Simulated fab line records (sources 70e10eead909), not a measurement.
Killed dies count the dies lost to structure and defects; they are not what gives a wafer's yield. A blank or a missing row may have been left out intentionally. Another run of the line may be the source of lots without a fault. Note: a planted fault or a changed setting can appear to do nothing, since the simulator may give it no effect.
Matching of chambers || flow nand harc || ald hk-02 running NHARC_A_STAIRCASE_ALD_415: 4 sister chambers
The step deposits SiO2, target thk 30 nm, pulse time 6 s, ald cycles 300. 24 wafers are shown with their chamber, then 12 later ones without.

EACH WAFER AND ITS CHAMBER
{"wafer": "L074.3", "chamber": 1, "heater power w (W)": 413, "precursor pulse height rel": 1.043}
{"wafer": "L074.4", "chamber": 3, "heater power w (W)": 444, "precursor pulse height rel": 1.042}
{"wafer": "L074.5", "chamber": 1, "heater power w (W)": 412, "precursor pulse height rel": 0.990}
{"wafer": "L076.3", "chamber": 0, "heater power w (W)": 502, "precursor pulse height rel": 1.026}
{"wafer": "L076.4", "chamber": 1, "heater power w (W)": 420, "precursor pulse height rel": 1.009}
{"wafer": "L076.5", "chamber": 1, "heater power w (W)": 426, "precursor pulse height rel": 1.015}
{"wafer": "L081.1", "chamber": 3, "heater power w (W)": 441, "precursor pulse height rel": 0.971}
{"wafer": "L081.2", "chamber": 0, "heater power w (W)": 514, "precursor pulse height rel": 0.968}
{"wafer": "L081.4", "chamber": 2, "heater power w (W)": 491, "precursor pulse height rel": 0.988}
{"wafer": "L082.1", "chamber": 3, "heater power w (W)": 436, "precursor pulse height rel": 0.990}
{"wafer": "L082.3", "chamber": 1, "heater power w (W)": 419, "precursor pulse height rel": 0.989}
{"wafer": "L082.5", "chamber": 3, "heater power w (W)": 457, "precursor pulse height rel": 1.008}
{"wafer": "L084.1", "chamber": 1, "heater power w (W)": 414, "precursor pulse height rel": 0.997}
{"wafer": "L084.2", "chamber": 3, "heater power w (W)": 453, "precursor pulse height rel": 1.027}
{"wafer": "L084.3", "chamber": 0, "heater power w (W)": 510, "precursor pulse height rel": 0.994}
{"wafer": "L086.2", "chamber": 2, "heater power w (W)": 493, "precursor pulse height rel": 1.030}
{"wafer": "L086.3", "chamber": 0, "heater power w (W)": 510, "precursor pulse height rel": 0.997}
{"wafer": "L086.5", "chamber": 3, "heater power w (W)": 424, "precursor pulse height rel": 0.996}
{"wafer": "L090.3", "chamber": 2, "heater power w (W)": 475, "precursor pulse height rel": 0.977}
{"wafer": "L090.5", "chamber": 3, "heater power w (W)": 429, "precursor pulse height rel": 0.980}
{"wafer": "L090.6", "chamber": 0, "heater power w (W)": 495, "precursor pulse height rel": 1.001}
{"wafer": "L092.1", "chamber": 1, "heater power w (W)": 431, "precursor pulse height rel": 0.995}
{"wafer": "L092.3", "chamber": 3, "heater power w (W)": 432, "precursor pulse height rel": 1.020}
{"wafer": "L092.4", "chamber": 2, "heater power w (W)": 484, "precursor pulse height rel": 0.994}

SIGNATURES, as means of the wafers listed above
{"reading": "heater power w", "chamber 0": 506.20, "chamber 1": 419.29, "chamber 2": 485.75, "chamber 3": 439.50, "scatter within a chamber": 9.12}
{"reading": "precursor pulse height rel", "chamber 0": 0.99720, "chamber 1": 1.00543, "chamber 2": 0.99725, "chamber 3": 1.00425, "scatter within a chamber": 0.022}
Rule: for a wafer and a chamber, the distance is found by dividing, reading by reading, the gap between the wafer's reading and the chamber's mean by the reading's scatter, squaring, summing and taking the root. The wafer belongs to the nearest chamber; if the next one is less than 2 further off, it can't be placed. The scatter: the root of (the sum of the squares of (reading less its chamber's mean) over the shown wafers, divided by (wafers less chambers)).

WAFERS WITH NO CHAMBER GIVEN
{"wafer": "L093.2", "heater power w (W)": 498, "precursor pulse height rel": 1.008}
{"wafer": "L093.4", "heater power w (W)": 423, "precursor pulse height rel": 0.986}
{"wafer": "L093.5", "heater power w (W)": 476, "precursor pulse height rel": 0.986}
{"wafer": "L095.1", "heater power w (W)": 431, "precursor pulse height rel": 0.970}
{"wafer": "L095.3", "heater power w (W)": 418, "precursor pulse height rel": 0.980}
{"wafer": "L095.5", "heater power w (W)": 439, "precursor pulse height rel": 0.992}
{"wafer": "L096.1", "heater power w (W)": 428, "precursor pulse height rel": 0.958}
{"wafer": "L096.3", "heater power w (W)": 428, "precursor pulse height rel": 0.998}
{"wafer": "L096.4", "heater power w (W)": 478, "precursor pulse height rel": 0.977}
{"wafer": "L097.3", "heater power w (W)": 476, "precursor pulse height rel": 1.011}
{"wafer": "L097.4", "heater power w (W)": 438, "precursor pulse height rel": 0.993}
{"wafer": "L097.6", "heater power w (W)": 489, "precursor pulse height rel": 1.012}

WHICH CHAMBER EACH ONE RAN IN
{"wafer": "L093.2", "from the rows above": "can't be placed: 0 or 2", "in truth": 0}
{"wafer": "L093.4", "from the rows above": "can't be placed: 1 or 3", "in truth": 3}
{"wafer": "L093.5", "from the rows above": 2, "in truth": 2}
{"wafer": "L095.1", "from the rows above": "can't be placed: 3 or 1", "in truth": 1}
{"wafer": "L095.3", "from the rows above": "can't be placed: 1 or 3", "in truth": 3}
{"wafer": "L095.5", "from the rows above": "can't be placed: 3 or 1", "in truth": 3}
{"wafer": "L096.1", "from the rows above": "can't be placed: 1 or 3", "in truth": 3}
{"wafer": "L096.3", "from the rows above": "can't be placed: 1 or 3", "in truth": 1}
{"wafer": "L096.4", "from the rows above": "can't be placed: 2 or 0", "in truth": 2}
{"wafer": "L097.3", "from the rows above": 2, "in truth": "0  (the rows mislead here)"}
{"wafer": "L097.4", "from the rows above": "can't be placed: 3 or 1", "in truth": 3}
{"wafer": "L097.6", "from the rows above": "can't be placed: 2 or 0", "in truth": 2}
Placed correctly: 1 of 12. Not placeable from these rows: 10 (in 10, the candidates include the true chamber). Placed wrongly: 1.
